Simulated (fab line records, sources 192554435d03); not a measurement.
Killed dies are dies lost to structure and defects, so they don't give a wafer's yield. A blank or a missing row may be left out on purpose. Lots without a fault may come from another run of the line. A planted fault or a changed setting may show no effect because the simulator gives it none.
A struck lot beside a sound one | flow n5_finfet | 28 steps out of a route of 1938
Sound: wafers L438.4, L438.5, L438.6. Struck: wafers L436.2, L436.3, L436.5. The cause comes at the end.
At each step with rows: each side's tool, then ch and its chambers, then its first start. Under that, the readings that differ: sound wafers | struck wafers | difference of the means | sigmas: that difference in standard deviations of wafers without a fault.
alike: readings whose means differ by less than 2 such deviations, and words and numbers that are the same on both sides. not compared: withheld readings, readings that some wafer has no value for, bounds like >300 that may hide the same value, and numbers for which the record gives no deviation and whose values overlap.
The two part at a step that has a row with sigmas, a row that says differs or no value, or rows on one side only. Numbers that don't overlap but have no deviation are shown without sigmas and don't part them. A reading that every wafer of one side lacks parts them only if that side has two wafers or more.

first, 11 steps without rows for these wafers: N5_HKMG_FIN_WET_ETCH_77 (etches La2O3 in dHCl, stops on HfO2, target depth 2 nm); N5_HKMG_FIN_WET_ETCH_78 (etches Al2O3 in dNH4OH, stops on La2O3, target depth 4.5 nm, rinse time 30 s); N5_HKMG_FIN_ALD_79 (deposits TiN, target thk 1.5 nm, pulse time 1 s, purge time 3 s); N5_HKMG_FIN_CVD_62 (deposits a-Si from Si2H6, target thk 3 nm, time 20.8 s); N5_HKMG_FIN_RTA_80 (time 2 s); N5_HKMG_FIN_PRECLEAN_64 (cleans in dHF, time 30 s); N5_HKMG_FIN_WET_ETCH_65 (etches a-Si in TMAH, stops on TiN, time 49 s, target depth 3 nm); N5_HKMG_FIN_WET_ETCH_81 (etches TiN in SC1, stops on HfO2, time 57 s, target depth 6 nm); N5_HKMG_FIN_WET_ETCH_82 (etches La2O3 in dHCl, stops on HfO2, target depth 2 nm, rinse time 30 s); N5_HKMG_FIN_ALD_36 (deposits TiN, target thk 1 nm, pulse time 1 s, purge time 3 s); N5_HKMG_FIN_PWFM_ALD_03 (deposits TiN, target thk 2 nm, pulse time 1 s, purge time 3 s).
N5_HKMG_FIN_COAT_29: time 60 s, resist thk 300 nm.
  sound on litho_track-01 ch 0, day 8 08:47; struck on litho_track-02 ch 0, day 7 20:26
  reading                                   | sound                | struck               | difference | sigmas
  chill_plate_temp_C (C)                    | 22.92 22.97 22.98    | 23.04 23.27 23.14    | +0.19      | +2
  spin_speed_rpm (rpm)                      | 1499.9 1499.8 1499.0 | 1370.7 1370.4 1370.4 | -129.1     | -99 or more
  model.SOC_of_HKMG_FIN_COAT_29.thk_nm (nm) | 299 299.6 299.6      | 315 315.2 315.4      | +16        |
then, 13 steps without rows for these wafers: N5_HKMG_FIN_COAT_30 (time 60 s, resist thk 35 nm); N5_HKMG_FIN_COAT_06 (resist thk 90 nm); N5_HKMG_FIN_EBR_08; N5_HKMG_FIN_SOFTBAKE_07 (time 60 s); N5_HKMG_FIN_EXPOSE_09 (exposes mask NWFM); N5_HKMG_FIN_PEB_10 (peb time 60 s); N5_HKMG_FIN_DEVELOP_11 (develop time 30 s); N5_HKMG_FIN_DESCUM_17 (chemistry O2, time 7.9 s); N5_HKMG_FIN_ETCH_31 (etches SiARC in CF4, target depth 45.5 nm, time 75.8 s); N5_HKMG_FIN_ETCH_32 (etches SOC in N2/H2, target depth 240 nm, time 300 s); N5_HKMG_FIN_STRIP_33 (strips in N2/H2); N5_HKMG_FIN_STRIP_34 (strips in CF4); N5_HKMG_FIN_ETCH_35 (etches SOC in N2/H2, target depth 215.8 nm, time 243.4 s).
N5_HKMG_FIN_STRIP_92: strips SOC in N2/H2, time 20 s.
  sound on rie_diel-06 ch 0,3, day 8 09:41; struck on rie_diel-04 ch 0,1,2, day 7 21:20
  reading                                   | sound        | struck         | difference | sigmas
  model.SOC_of_HKMG_FIN_COAT_29.thk_nm (nm) | 72.6 74.2 74 | 88.2 87.2 85.4 | +13.3      |
  alike: drypump_motor_current_A, h2_flow_sccm, oes_product_au, rf_fwd_power_W, rf_vpp_V, showerhead_plenum_p_Torr, throttle_valve_pct
  not compared: rf_hours_counter_h
then, 1 step without rows for these wafers: N5_HKMG_FIN_WET_ETCH_18 (etches TiN in SC1, time 55 s, target depth 5.2 nm, rinse time 30 s).
-- the record jumps here: 4 days lie between the struck wafers' starts before and after (it left off in module HKMG_FIN and takes up again in module BEOL_M4, whose first step shown is number 1111 of the route) --
N5_BEOL_M4_RC_MEAS_101:
  sound on prober-02 ch 0, day 12 02:07; struck on prober-02 ch 0, day 11 20:56
  reading        | sound             | struck            | difference | sigmas
  IOFF_P (nA/um) | 0.187 0.221 0.179 | 0.255 0.272 0.238 | +0.059     | +2
  alike: DIBL_N, DIBL_P, IOFF_N, ION_N, ION_P, SS_N, SS_P, VT_N, VT_P

WHERE THEY PART
First at N5_HKMG_FIN_COAT_29; last, within this record, at N5_BEOL_M4_RC_MEAS_101.

WHY: what the simulator had put in
Process parameter drift: litho_track-02, from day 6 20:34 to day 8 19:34, at N5_HKMG_FIN_COAT_29. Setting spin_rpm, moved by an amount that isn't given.
